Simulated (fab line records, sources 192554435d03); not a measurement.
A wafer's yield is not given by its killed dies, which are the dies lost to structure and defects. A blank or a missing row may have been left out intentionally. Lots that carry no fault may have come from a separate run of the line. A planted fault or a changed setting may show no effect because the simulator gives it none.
fab line records + flow n5-finfet + part 2 of 2: steps 24 to 31 of 31
record
- lots=5
- wafers=15
- last-day=15
route steps=1938 shown DUMMY_GATE@246 SPACER0@258 SD_EPI_N@262
lots that met no fault: from a run of the same line without faults
start-h: start of the lot's first displayed wafer, in hours after the record's first day + wait-h: hours elapsed since this lot's preceding step + " as in the row above + L1.1+2: several wafers, shown together as one row + - no value, or no start was given + * or withheld: withheld + < > ~ a bound
route shown NAME@n: a module of which the file shows steps, and the number in the route of the first + usual: mean/standard deviation of fault-free wafers + same: alike in all rows + chamber/n: place in a boat + sites: the reading at each site + _std_site: the values' standard deviation + _edge_site: mean of outer sites minus mean of inner sites + radius-mm: how far each site lies from the wafer's centre + mask NAME#n: copy n + behind: the tool/chamber that last shaped the wafer + hold: why the lot was held/for how many hours/how that ended + device: transistor that didn't switch, given as n, p or np + end of line: the route-end tests of the same wafers + where a step has no rows: the recipe by itself + killed: not the wafer's yield, but the dies lost to structure and defects at the first sort + map: dies across one wafer; x = killed, . = not, _ = none there
set.NAME: the setting as run; set.NAME@STEP: as run at that earlier step + model.NAME: the simulator's own value behind a step, which no gauge read
lots seen at some steps along the route; tables by step, rows by wafer
services: a tool's chamber out of use, with start hour (start-h, from the record's first day; less than 0 if before it), hours out, and reason
## steps
# step N5_SD_EPI_N_DEVELOP_08
# recipe
- develop-time-s=30
- developer=TMAH
- resist=CAR-ArF-block
- dev-temp-c=23
- rinse-liquid=diw
- dry=air-spin
# usual
- exhaust-pa=45.0/0.84
| lot.wafer | tool           | chamber | start-h | wait-h | exhaust-pa |
|-----------|----------------|---------|---------|--------|------------|
| L076.3    | litho-track-02 | 0       | -       | -      | 43.9       |
| L076.5    | "              | 0       | "       | "      | 45.3       |
| L076.6    | "              | 0       | "       | "      | 43.7       |
| L081.1    | litho-track-03 | 0       | -       | -      | 45.0       |
| L081.5    | "              | 0       | "       | "      | 44.3       |
| L081.6    | "              | 0       | "       | "      | 45.7       |
| L085.2    | litho-track-03 | 0       | -       | -      | 44.8       |
| L085.4    | "              | 0       | "       | "      | 44.4       |
| L085.6    | "              | 0       | "       | "      | 45.5       |
| L088.2    | litho-track-05 | 0       | -       | -      | 45.5       |
| L088.3    | "              | 0       | "       | "      | 45.2       |
| L088.5    | "              | 0       | "       | "      | 45.9       |
| L090.2    | litho-track-02 | 0       | -       | -      | 46.5       |
| L090.5    | "              | 0       | "       | "      | 44.6       |
| L090.6    | "              | 0       | "       | "      | 44.3       |
# step N5_SD_EPI_N_CD_MEAS_09
# recipe
- target-cd-nm=120
- landing-energy-ev=500
- detector=se-inlens
# usual
- cd-nm=120.0/0.61
| lot.wafer | tool      | chamber | start-h | wait-h | cd-nm |
|-----------|-----------|---------|---------|--------|-------|
| L076.3    | cd-sem-01 | 0       | 61.51   | -      | 118.8 |
| L076.5    | "         | 0       | "       | "      | 118.4 |
| L076.6    | "         | 0       | "       | "      | 118.7 |
| L081.1    | cd-sem-02 | 0       | 92.30   | -      | 120.2 |
| L081.5    | "         | 0       | "       | "      | 120.1 |
| L081.6    | "         | 0       | "       | "      | 119.9 |
| L085.2    | cd-sem-01 | 0       | 117.30  | -      | 120.0 |
| L085.4    | "         | 0       | "       | "      | 119.4 |
| L085.6    | "         | 0       | "       | "      | 120.5 |
| L088.2    | cd-sem-01 | 0       | 132.70  | -      | 120.4 |
| L088.3    | "         | 0       | "       | "      | 119.4 |
| L088.5    | "         | 0       | "       | "      | 119.6 |
| L090.2    | cd-sem-03 | 0       | 144.22  | -      | 119.4 |
| L090.5    | "         | 0       | "       | "      | 119.4 |
| L090.6    | "         | 0       | "       | "      | 119.9 |
# step N5_SD_EPI_N_OVL_MEAS_10
# recipe
- points-per-wafer=44
# usual
- SD_N_BLK_OVL=0.2/0.66
| lot.wafer | tool       | chamber | start-h | wait-h | SD_N_BLK_OVL[nm] |
|-----------|------------|---------|---------|--------|------------------|
| L076.3    | overlay-01 | 0       | 61.54   | 0.0    | -0.4             |
| L076.5    | "          | 0       | "       | "      | -0.7             |
| L076.6    | "          | 0       | "       | "      | 0.6              |
| L081.1    | overlay-01 | 0       | 92.33   | 0.0    | 1.2              |
| L081.5    | "          | 0       | "       | "      | 0.8              |
| L081.6    | "          | 0       | "       | "      | 0.3              |
| L085.2    | overlay-02 | 0       | 117.33  | 0.0    | 0.2              |
| L085.4    | "          | 0       | "       | "      | -0.1             |
| L085.6    | "          | 0       | "       | "      | 0.6              |
| L088.2    | overlay-01 | 0       | 132.73  | 0.0    | -1.3             |
| L088.3    | "          | 0       | "       | "      | -0.7             |
| L088.5    | "          | 0       | "       | "      | 0.1              |
| L090.2    | overlay-02 | 0       | 144.25  | 0.0    | -0.6             |
| L090.5    | "          | 0       | "       | "      | -0.3             |
| L090.6    | "          | 0       | "       | "      | -1.1             |
# step N5_SD_EPI_N_INSPECT_11
# recipe
- mode=adi
- inspect-instrument=macro
# usual
- raw-defect-count=2.2/1.5
| lot.wafer | tool              | chamber | start-h | wait-h | raw-defect-count |
|-----------|-------------------|---------|---------|--------|------------------|
| L076.3    | defect-inspect-02 | -       | 61.56   | 0.0    | 3                |
| L076.5    | "                 | -       | "       | "      | 2                |
| L076.6    | "                 | -       | "       | "      | 2                |
| L081.1    | defect-inspect-01 | -       | 92.35   | 0.0    | 1                |
| L081.5    | "                 | -       | "       | "      | 2                |
| L081.6    | "                 | -       | "       | "      | 2                |
| L085.2    | defect-inspect-01 | -       | 117.35  | 0.0    | 0                |
| L085.4    | "                 | -       | "       | "      | 2                |
| L085.6    | "                 | -       | "       | "      | 5                |
| L088.2    | defect-inspect-02 | -       | 132.75  | 0.0    | 3                |
| L088.3    | "                 | -       | "       | "      | 3                |
| L088.5    | "                 | -       | "       | "      | 1                |
| L090.2    | defect-inspect-01 | -       | 144.27  | 0.0    | 3                |
| L090.5    | "                 | -       | "       | "      | 3                |
| L090.6    | "                 | -       | "       | "      | 4                |
# step N5_SD_EPI_N_DESCUM_14
# recipe
- chemistry=O2
- time-s=7.9
- source-power-w=50
- bias-power-w=20
- pressure-mtorr=20
- rf-frequency-hz=2.712e+07
- temp-c=40
- resist=CAR-ArF-block
- o2-flow-sccm=225
# usual
- drypump-motor-current-A=5.6/0.43
- oes-product-au=0.81/0.093
- rf-vpp-V=243.4/1.5
- showerhead-plenum-p-Torr=2.10/0.079
- throttle-valve-pct=20.45/0.27
| lot.wafer | tool        | chamber | start-h | wait-h | drypump-motor-current-A | oes-product-au | rf-hours-counter-h | rf-vpp-V | showerhead-plenum-p-Torr | throttle-valve-pct |
|-----------|-------------|---------|---------|--------|-------------------------|----------------|--------------------|----------|--------------------------|--------------------|
| L076.3    | rie-diel-05 | 2       | 61.60   | 0.0    | 5.6                     | 0.95           | 18                 | 243.4    | 2.04                     | 20.48              |
| L076.5    | "           | 2       | "       | "      | 5.6                     | 0.94           | -                  | 243.5    | 2.04                     | 20.49              |
| L076.6    | "           | 3       | "       | "      | 5.0                     | 0.70           | -                  | 241.6    | 1.97                     | 20.64              |
| L081.1    | rie-diel-06 | 3       | 92.39   | 0.0    | 5.7                     | 0.70           | 207                | 244.8    | 2.17                     | 20.85              |
| L081.5    | "           | 0       | "       | "      | 4.8                     | 0.87           | -                  | 244.0    | 2.22                     | 20.55              |
| L081.6    | "           | 3       | "       | "      | 5.6                     | 0.70           | -                  | 242.5    | 2.17                     | 20.86              |
| L085.2    | rie-diel-05 | 2       | 117.38  | 0.0    | 5.6                     | 0.89           | 44                 | 241.7    | 2.03                     | 20.54              |
| L085.4    | "           | 0       | "       | "      | 5.5                     | 0.90           | -                  | 242.4    | 2.04                     | 20.10              |
| L085.6    | "           | 3       | "       | "      | 5.0                     | 0.96           | -                  | 246.2    | 2.23                     | 20.19              |
| L088.2    | rie-diel-01 | 0       | 133.19  | 0.4    | 6.2                     | 0.70           | 211                | 243.2    | 2.07                     | 20.80              |
| L088.3    | "           | 1       | "       | "      | 5.7                     | 0.70           | 210                | 241.0    | 2.07                     | 20.53              |
| L088.5    | "           | 2       | "       | "      | 5.3                     | 0.80           | -                  | 242.3    | 2.03                     | 20.28              |
| L090.2    | rie-diel-01 | 3       | 144.31  | 0.0    | 5.4                     | 0.82           | 85                 | 242.8    | 2.03                     | 20.04              |
| L090.5    | "           | 3       | "       | "      | 5.3                     | 0.81           | -                  | 241.9    | 2.03                     | 20.02              |
| L090.6    | "           | 0       | "       | "      | 6.2                     | 0.71           | -                  | 242.4    | 2.07                     | 20.80              |
# step N5_SD_EPI_N_ETCH_34
# recipe
- chemistry=CF4
- target=SiARC
- target-depth-a=455
- mask-material=CAR-ArF-block
- time-s=75.8
- ion-energy-ev=80
- pressure-mtorr=40
- source-w=545
- bias-w=36
- Ar_flow_sccm=100
- cf4-flow-sccm=100
- ends=cleared
# usual
- drypump-motor-current-A=5.6/0.43
- etch-rf-on-time-s=75.3/1.2
- oes-product-au=0.69/0.078
- rf-vpp-V=184.1/1.2
- showerhead-plenum-p-Torr=2.15/0.075
- throttle-valve-pct=15.63/0.28
| lot.wafer | tool        | chamber | start-h | wait-h | drypump-motor-current-A | etch-rf-on-time-s | oes-product-au | rf-hours-counter-h | rf-vpp-V | showerhead-plenum-p-Torr | throttle-valve-pct |
|-----------|-------------|---------|---------|--------|-------------------------|-------------------|----------------|--------------------|----------|--------------------------|--------------------|
| L076.3    | rie-diel-05 | 2       | 61.63   | 0.0    | 5.7                     | 73.0              | 0.81           | 18                 | 183.7    | 2.10                     | 15.67              |
| L076.5    | "           | 2       | "       | "      | 5.6                     | 73.3              | 0.82           | -                  | 182.4    | 2.10                     | 15.67              |
| L076.6    | "           | 3       | "       | "      | 5.0                     | 76.8              | 0.59           | -                  | 181.9    | 2.03                     | 15.88              |
| L081.1    | rie-diel-06 | 3       | 92.42   | 0.0    | 5.7                     | 76.7              | 0.60           | 207                | 185.0    | 2.21                     | 16.03              |
| L081.5    | "           | 0       | "       | "      | 4.8                     | 74.7              | 0.76           | -                  | 186.0    | 2.26                     | 15.65              |
| L081.6    | "           | 3       | "       | "      | 5.7                     | 75.9              | 0.61           | -                  | 184.9    | 2.21                     | 16.01              |
| L085.2    | rie-diel-05 | 2       | 117.42  | 0.0    | 5.6                     | 73.3              | 0.77           | 44                 | 182.8    | 2.09                     | 15.72              |
| L085.4    | "           | 0       | "       | "      | 5.5                     | 75.6              | 0.77           | -                  | 183.1    | 2.11                     | 15.32              |
| L085.6    | "           | 3       | "       | "      | 5.0                     | 75.0              | 0.81           | -                  | 186.0    | 2.28                     | 15.39              |
| L088.2    | rie-diel-01 | 0       | 133.22  | 0.0    | 6.2                     | 75.2              | 0.61           | 211                | 183.2    | 2.13                     | 16.03              |
| L088.3    | "           | 1       | "       | "      | 5.6                     | 76.2              | 0.60           | 210                | 182.5    | 2.13                     | 15.79              |
| L088.5    | "           | 2       | "       | "      | 5.3                     | 74.7              | 0.68           | -                  | 183.2    | 2.07                     | 15.41              |
| L090.2    | rie-diel-01 | 3       | 144.34  | 0.0    | 5.4                     | 76.3              | 0.70           | 85                 | 184.8    | 2.08                     | 15.19              |
| L090.5    | "           | 3       | "       | "      | 5.4                     | 75.3              | 0.70           | -                  | 182.7    | 2.08                     | 15.20              |
| L090.6    | "           | 0       | "       | "      | 6.2                     | 76.4              | 0.60           | -                  | 185.0    | 2.13                     | 16.01              |
# step N5_SD_EPI_N_ETCH_35
# recipe
- chemistry=N2/H2
- target=SOC
- overetch-a=1080
- mask-material=SiARC
- temp-c=40
- ion-energy-ev=100
- source-w=3000
- bias-w=133
- pressure-mtorr=20
- time-s=486
- n2-flow-sccm=200
- h2-flow-sccm=200
# usual
- drypump-motor-current-A=5.6/0.43
- n2-flow-sccm=200.0/0.64
- oes-product-au=0.72/0.078
- rf-vpp-V=240.8/1.5
- showerhead-plenum-p-Torr=2.55/0.094
- throttle-valve-pct=23.82/0.25
| lot.wafer | tool        | chamber | start-h | wait-h | drypump-motor-current-A | n2-flow-sccm | oes-product-au | rf-hours-counter-h | rf-vpp-V | showerhead-plenum-p-Torr | throttle-valve-pct |
|-----------|-------------|---------|---------|--------|-------------------------|--------------|----------------|--------------------|----------|--------------------------|--------------------|
| L076.3    | rie-diel-05 | 2       | 61.69   | 0.0    | 5.7                     | 200.1        | 0.83           | 18                 | 239.4    | 2.48                     | 23.91              |
| L076.5    | "           | 2       | "       | "      | 5.7                     | 199.1        | 0.84           | -                  | 239.6    | 2.48                     | 23.91              |
| L076.6    | "           | 3       | "       | "      | 5.0                     | 198.8        | 0.62           | -                  | 240.3    | 2.39                     | 23.71              |
| L081.1    | rie-diel-06 | 3       | 92.48   | 0.0    | 5.7                     | 199.6        | 0.63           | 207                | 243.4    | 2.62                     | 24.06              |
| L081.5    | "           | 0       | "       | "      | 4.8                     | 200.0        | 0.79           | -                  | 243.3    | 2.69                     | 23.69              |
| L081.6    | "           | 3       | "       | "      | 5.7                     | 198.4        | 0.64           | -                  | 242.0    | 2.62                     | 24.07              |
| L085.2    | rie-diel-05 | 2       | 117.48  | 0.0    | 5.7                     | 200.0        | 0.79           | 44                 | 240.8    | 2.47                     | 23.93              |
| L085.4    | "           | 0       | "       | "      | 5.5                     | 199.2        | 0.80           | -                  | 239.3    | 2.48                     | 23.54              |
| L085.6    | "           | 3       | "       | "      | 5.0                     | 198.5        | 0.85           | -                  | 243.2    | 2.71                     | 23.30              |
| L088.2    | rie-diel-01 | 0       | 133.28  | 0.0    | 6.2                     | 199.9        | 0.64           | 211                | 240.7    | 2.52                     | 24.19              |
| L088.3    | "           | 1       | "       | "      | 5.6                     | 200.8        | 0.63           | 210                | 240.2    | 2.51                     | 23.89              |
| L088.5    | "           | 2       | "       | "      | 5.2                     | 200.2        | 0.71           | -                  | 239.8    | 2.45                     | 23.88              |
| L090.2    | rie-diel-01 | 3       | 144.40  | 0.0    | 5.4                     | 200.0        | 0.74           | 85                 | 239.4    | 2.46                     | 23.56              |
| L090.5    | "           | 3       | "       | "      | 5.4                     | 200.8        | 0.73           | -                  | 240.3    | 2.46                     | 23.56              |
| L090.6    | "           | 0       | "       | "      | 6.2                     | 198.8        | 0.64           | -                  | 240.5    | 2.52                     | 24.18              |
# step N5_SD_EPI_N_STRIP_36
# recipe
- chemistry=N2/H2
- temp-c=40
- n2-flow-sccm=200
- h2-flow-sccm=200
- rf-frequency-hz=6e+07
| lot.wafer  | tool        | chamber | start-h | wait-h |
|------------|-------------|---------|---------|--------|
| L076.3+5+6 | rie-diel-05 | 2,2,3   | 62.00   | 0.2    |
| L081.1+5+6 | rie-diel-06 | 3,0,3   | 92.79   | 0.2    |
| L085.2+4+6 | rie-diel-05 | 2,0,3   | 117.79  | 0.2    |
| L088.2+3+5 | rie-diel-01 | 0,1,2   | 133.59  | 0.2    |
| L090.2+5+6 | rie-diel-01 | 3,3,0   | 144.71  | 0.2    |
## services
| tool            | chamber | start-h | hours | kind                      |
|-----------------|---------|---------|-------|---------------------------|
| rie-diel-01     | 1       | 43.00   | 9.0   | repair                    |
| rie-diel-01     | -       | 44.60   | 4.5   | repair                    |
| arfi-scanner-03 | -       | 48.47   | 1.3   | pm                        |
| arfi-scanner-01 | -       | 52.67   | 1.0   | pm                        |
| ald-sin-03      | 0       | 54.29   | 4.1   | repair                    |
| arfi-scanner-01 | -       | 54.69   | 16.0  | pm                        |
| arfi-scanner-03 | -       | 58.82   | 0.4   | repair                    |
| rie-si-02       | -       | 61.49   | 0.4   | repair                    |
| rie-diel-03     | 1       | 63.21   | 7.4   | repair                    |
| rie-si-04       | -       | 66.26   | 0.5   | repair                    |
| rie-si-02       | -       | 67.08   | 0.9   | repair                    |
| wet-bench-03    | -       | 69.50   | 1.9   | pm                        |
| arfi-scanner-03 | -       | 71.91   | 1.0   | pm                        |
| arfi-scanner-03 | -       | 74.02   | 0.3   | repair                    |
| rie-diel-05     | 3       | 77.97   | 4.6   | repair                    |
| ald-sin-03      | -       | 85.29   | 14.0  | pm                        |
| arfi-scanner-02 | -       | 86.98   | 1.3   | pm                        |
| rie-si-04       | -       | 86.98   | 14.6  | pm                        |
| arfi-scanner-02 | -       | 110.39  | 3.1   | pm                        |
| litho-track-03  | -       | 116.98  | -     | consumable-replace:filter |
| rie-diel-02     | 1       | 128.59  | 14.5  | repair                    |
| arfi-scanner-01 | -       | 129.68  | 4.9   | pm                        |
| arfi-scanner-03 | -       | 139.65  | 0.8   | pm                        |
| ald-sin-03      | -       | 143.78  | 28.1  | pm                        |
